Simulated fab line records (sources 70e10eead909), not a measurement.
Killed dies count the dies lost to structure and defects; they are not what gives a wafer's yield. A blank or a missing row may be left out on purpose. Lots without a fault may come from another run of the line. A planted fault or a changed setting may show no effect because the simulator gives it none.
Matching of chambers ; flow nand_harc ; 4 sister chambers for NHARC_A_BLC_ETCH_17 on rie_diel-07
The step etches the open film in N2/H2, target depth 390 nm, time 609.38 s. 8 wafers are shown with their chamber, then 6 later ones without.

## WAFERS, EACH WITH ITS CHAMBER
wafer;chamber;run_length_s (s);rf_vpp_V (V)
L675.2;0;630.6;432.4
L675.3;3;629.8;431.7
L675.6;1;629.7;427.6
L677.3;2;630.6;430.1
L677.4;3;630.1;429.9
L677.6;2;630.9;428.7
L676.2;1;629.9;427.0
L676.3;0;630.4;433.2

## WAFERS WHOSE CHAMBER IS MISSING
wafer;run_length_s (s);rf_vpp_V (V)
L676.4;630.4;429.9
L678.1;630.1;427.0
L678.2;630.2;432.4
L678.5;630.6;428.9
L688.3;630.4;429.8
L692.3;630.7;434.6

## THE CHAMBER EACH PASSED THROUGH
wafer;from the rows above;in truth
L676.4;can't be placed: 2 or 3 or 0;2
L678.1;1;1
L678.2;can't be placed: 0 or 3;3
L678.5;2;2
L688.3;can't be placed: 2 or 3 or 0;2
L692.3;0;0
Correct placement for 3 of the 6. Cannot be placed on the basis of these rows: 3; the candidates contain the true chamber in 3. Wrongly placed: 0.
How it was worked out, from the rows above alone: a wafer's distance from a chamber is the root of the sum, over the readings, of the square of ((its reading less the chamber's mean) divided by the reading's scatter). The wafer belongs to the nearest chamber; if the next one is less than 2 further off, it can't be placed. A chamber's mean is the mean of its shown wafers. The scatter: take each reading less its chamber's mean, square it, sum over the shown wafers, divide by the number of wafers less the number of chambers, and take the root.
